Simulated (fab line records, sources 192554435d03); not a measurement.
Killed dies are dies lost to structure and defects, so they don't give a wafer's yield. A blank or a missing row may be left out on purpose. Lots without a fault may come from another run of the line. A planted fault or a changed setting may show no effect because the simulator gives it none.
Which tool did it? | flow n5_finfet | 12 lots, 36 wafers sampled, at 5 steps of a route of 1938

WHAT THE GAUGES READ, wafer by wafer
N5_MOL_CONTACT_COAG_CD_MEAS_84: target cd 25.1 nm.
lot  | measured     | on        | cd_nm (nm)
L075 | day 5 19:17  | cd_sem-03 | 25.08 25.43 25.27
L078 | day 5 23:31  | cd_sem-01 | 25.19 25.01 25.03
L080 | day 6 15:58  | cd_sem-01 | 25.31 24.87 24.72
L081 | day 6 18:38  | cd_sem-03 | 25.28 25.19 25.40
L083 | day 7 07:51  | cd_sem-03 | 25.09 24.99 24.64
L085 | day 7 22:40  | cd_sem-01 | 25.35 24.97 24.99
L087 | day 8 07:54  | cd_sem-01 | 25.02 25.02 25.43
L089 | day 9 00:30  | cd_sem-03 | 25.20 25.10 25.40
L091 | day 9 06:44  | cd_sem-03 | 24.83 25.11 25.77
L093 | day 9 22:04  | cd_sem-01 | 24.78 25.08 25.26
L095 | day 10 08:25 | cd_sem-02 | 24.97 25.44 24.82
L097 | day 10 20:30 | cd_sem-01 | 25.16 25.03 25.37

WHICH TOOL RAN EACH LOT (tool, then ch and the chambers of the sampled wafers, then the start)
lot  | N5_GATE_CUT_ETCH_36               | N5_GATE_CUT_CMP_43            | N5_MOL_CONTACT_COAG_ANNEAL_113   | N5_MOL_CONTACT_COAG_CMP_23
L075 | rie_diel-04 ch 2,3, day 5 02:41   | cmp-03 ch 0,2,3, day 5 05:54  | rtp_anneal-02 ch 0, day 5 12:19  | cmp-02 ch 2,3, day 5 15:13
L078 | rie_diel-02 ch 0,1, day 5 10:28   | cmp-01 ch 0,3, day 5 13:36    | rtp_anneal-01 ch 0, day 5 18:35  | cmp-01 ch 0,1,3, day 5 19:52
L080 | rie_diel-06 ch 0,1,2, day 6 02:21 | cmp-03 ch 0,1, day 6 04:57    | rtp_anneal-01 ch 0, day 6 10:21  | cmp-01 ch 1,3, day 6 11:52
L081 | rie_diel-06 ch 0,1,2, day 6 07:03 | cmp-04 ch 0,3, day 6 09:43    | rtp_anneal-01 ch 0, day 6 13:52  | cmp-01 ch 1,2,3, day 6 15:07
L083 | rie_diel-02 ch 1,2,3, day 6 18:59 | cmp-03 ch 1,3, day 6 21:35    | rtp_anneal-01 ch 0, day 7 02:05  | cmp-04 ch 1,2,3, day 7 04:10
L085 | rie_diel-06 ch 0,1,3, day 7 07:50 | cmp-04 ch 0,2, day 7 10:30    | rtp_anneal-02 ch 0, day 7 15:36  | cmp-01 ch 1,2, day 7 18:25
L087 | rie_diel-02 ch 0,3, day 7 18:18   | cmp-03 ch 2,3, day 7 20:59    | rtp_anneal-01 ch 0, day 8 02:29  | cmp-01 ch 1,2, day 8 04:17
L089 | rie_diel-02 ch 1,3, day 8 12:29   | cmp-04 ch 0,1,2, day 8 15:17  | rtp_anneal-01 ch 0, day 8 19:54  | cmp-01 ch 1,2, day 8 20:56
L091 | rie_diel-04 ch 1,2, day 8 17:23   | cmp-04 ch 0,1,2, day 8 20:35  | rtp_anneal-01 ch 0, day 9 02:00  | cmp-04 ch 0,3, day 9 03:07
L093 | rie_diel-04 ch 2,3, day 9 10:20   | cmp-04 ch 0,2,3, day 9 13:02  | rtp_anneal-01 ch 0, day 9 17:19  | cmp-04 ch 1,2,3, day 9 18:22
L095 | rie_diel-04 ch 0,1,3, day 9 20:26 | cmp-04 ch 0,2,3, day 9 23:11  | rtp_anneal-02 ch 0, day 10 02:48 | cmp-02 ch 2,3, day 10 04:50
L097 | rie_diel-02 ch 2,3, day 10 06:38  | cmp-01 ch 0,1,2, day 10 09:29 | rtp_anneal-01 ch 0, day 10 14:29 | cmp-04 ch 0,1,2, day 10 16:58
- N5_GATE_CUT_ETCH_36: etches SiARC in CF4, target depth 13 nm, time 21.7 s.
- N5_GATE_CUT_CMP_43: polishes SiO2.
- N5_MOL_CONTACT_COAG_ANNEAL_113: time 300 s.
- N5_MOL_CONTACT_COAG_CMP_23: polishes, stops on SiO2, t overpolish 1.5 s, target thk 0 nm.

THE ANSWER, worked out from the rows above alone
Rule: what is usual is taken from the lots themselves. Put in order of their means at a reading, lots are off if they are a third of the lots or fewer, leave a main group of 4 or more, and stand apart from it by a gap of 3 or more times the standard deviation of the main group's means; of several such gaps the widest counts. A main group whose means are all the same, to the digits that the tables above print for the reading, isn't used. A lot without any number at a reading at which 4 lots or more have one is off too. The other lots that the step has rows for count as sound.
No lot is off at any reading shown: from this, nothing can be told.

WHAT THE SIMULATOR HAD PUT IN
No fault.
